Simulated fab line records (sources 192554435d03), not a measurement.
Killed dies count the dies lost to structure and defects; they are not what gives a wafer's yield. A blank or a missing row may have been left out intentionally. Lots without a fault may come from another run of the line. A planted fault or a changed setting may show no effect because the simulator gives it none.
Comparing a struck lot with a sound one + flow n5 finfet + 25 out of 1938 route steps
Sound: these wafers, L421.2, L421.3, L421.5. The struck wafers were L438.1, L438.2, L438.4. Last of all comes the cause.
For every step that has rows: the tool of each side, followed by ch and its chambers, followed by its first start. Under that, the readings that differ: sound wafers + struck wafers + difference of the means + sigmas: that difference in standard deviations of wafers without a fault.
alike: words and numbers the same on both sides, and readings whose means are apart by under 2 such deviations; not compared: readings that were withheld, readings missing a value for some wafer, numbers with overlapping values and no deviation given by the record, and bounds like >300 which may hide the same value.
A row with sigmas, a row that says differs or no value, or rows on one side alone: a step with any of these is where the two part. Non-overlapping numbers with no deviation appear without sigmas and do not part them. Lack of a reading on every wafer of one side parts them only where that side has two or more wafers.

N5_WELL_APT_INSPECT_27: inspects for defects (macro).
  sound on defect inspect-01 at day 2 09:01; struck on defect inspect-02 at day 6 14:55
  alike: raw defect count
N5_WELL_APT_DESCUM_30: chemistry O2, time 7.9 s.
  sound on rie diel-02 ch 2,3, day 2 09:02; struck on rie diel-06 ch 1,2,3, day 6 14:56
| reading                | sound             | struck            | difference | sigmas |
|------------------------|-------------------|-------------------|------------|--------|
| throttle valve pct (%) | 20.84 20.91 20.86 | 20.38 20.40 20.44 | -0.46      | -2     |
  alike: drypump motor current A, oes product au, rf fwd power W, rf vpp V, showerhead plenum p Torr
  not compared: rf hours counter h
then, 3 steps without rows for these wafers: N5_WELL_APT_IMPLANT_31; N5_WELL_APT_IMPLANT_32; N5_WELL_APT_STRIP_33 (strips in SPM, time 900 s).
N5_WELL_APT_RTA_34: time 10 s.
  sound on rtp anneal-02 ch 0, day 2 09:49; struck on rtp anneal-01 ch 0, day 6 15:42
  alike: lamp power pct, lamp_zone_3_pct, wafer_temp_C_max
then, 4 steps without rows for these wafers: N5_WELL_APT_OXIDE_STRIP_42 (strips SiO2 in dHF, time 45 s, target depth 12 nm); N5_WELL_APT_PRECLEAN_36 (cleans in O3/DIW, time 45 s); N5_WELL_APT_PRECLEAN_39 (cleans in dHF, time 60 s); N5_WELL_APT_SRD_37 (time 30 s).
N5_WELL_APT_EPI_41: deposits Si from SiH4/H2, target thk 50 nm, time 297.7 s.
  sound on epi rpcvd-04 ch 0, day 2 10:08; struck on epi rpcvd-01 ch 0, day 6 15:58
  alike: throttle valve pct
N5_WELL_APT_INSPECT_38: inspects for defects (darkfield).
  sound on defect inspect-02 at day 2 10:41; struck on defect inspect-02 at day 6 16:35
  alike: raw defect count
N5_PMOS_HMC_CHANNEL_EPI_HM_DEP_34: deposits SiO2 from TEOS/O2, target thk 36 nm, time 6.9 s.
  sound on pecvd-03 ch 0,1, day 2 10:43; struck on pecvd-01 ch 1,2, day 6 16:38
  alike: heater power outer w, heater power w, rf fwd power W, showerhead plenum p Torr, throttle valve pct
then, 7 steps without rows for these wafers: N5_PMOS_HMC_CHANNEL_EPI_COAT_31 (time 60 s, resist thk 66 nm); N5_PMOS_HMC_CHANNEL_EPI_COAT_03 (resist thk 205 nm); N5_PMOS_HMC_CHANNEL_EPI_EBR_05; N5_PMOS_HMC_CHANNEL_EPI_SOFTBAKE_04 (time 60 s); N5_PMOS_HMC_CHANNEL_EPI_EXPOSE_06 (exposes mask PMOS HMC BLK, target cd 240 nm); N5_PMOS_HMC_CHANNEL_EPI_PEB_07 (peb time 60 s); N5_PMOS_HMC_CHANNEL_EPI_DEVELOP_08 (develop time 30 s).
N5_PMOS_HMC_CHANNEL_EPI_CD_MEAS_09 targets a cd of 237.4 nm.
  sound on cd sem-02 ch 0, day 2 11:08; struck on cd sem-03 ch 0, day 6 17:02
  alike: cd nm
N5_PMOS_HMC_CHANNEL_EPI_OVL_MEAS_10:
  sound on overlay-01 ch 0, day 2 11:10; struck on overlay-01 ch 0, day 6 17:04
  alike: PMOS_HMC_BLK_OVL
N5_PMOS_HMC_CHANNEL_EPI_INSPECT_11: inspects for defects (macro).
  sound on defect inspect-02 at day 2 11:11; struck on defect inspect-01 at day 6 17:05
| reading          | sound | struck         | difference | sigmas |
|------------------|-------|----------------|------------|--------|
| raw defect count | 2 3 2 | >300 >300 >300 | differs    |        |
N5_PMOS_HMC_CHANNEL_EPI_DESCUM_14: chemistry O2, time 7.9 s.
  sound on rie diel-04 ch 0,1, day 2 11:13; struck on rie diel-05 ch 0,1,3, day 6 17:07
  alike: drypump motor current A, oes product au, rf fwd power W, rf vpp V, showerhead plenum p Torr, throttle valve pct
  not compared: rf hours counter h
-- the record jumps here: 12 days lie between the struck wafers' starts before and after (it left off in module PMOS_HMC_CHANNEL_EPI and takes up again in module PASSIVATION, whose first step shown is number 1936 of the route) --
N5_PASSIVATION_PROBE_49:
  sound on prober-02 at day 13 02:20; struck on prober-02 at day 18 21:29
| reading             | sound     | struck      | difference | sigmas |
|---------------------|-----------|-------------|------------|--------|
| killed_at_M4_up     | 25 26 17  | 3 6 5       | -18        | -3     |
| killed at front end | 29 27 23  | 196 176 202 | +165       | +17    |
| killed dies         | 108 97 88 | 238 215 247 | +136       | +8     |
  alike: killed_at_M0_to_M3, killed at contacts, killed at other, killed open, killed short

## WHERE THEY PART
First at N5_WELL_APT_DESCUM_30; last, within this record, at N5_PASSIVATION_PROBE_49.

WHY: the cause the simulator had injected
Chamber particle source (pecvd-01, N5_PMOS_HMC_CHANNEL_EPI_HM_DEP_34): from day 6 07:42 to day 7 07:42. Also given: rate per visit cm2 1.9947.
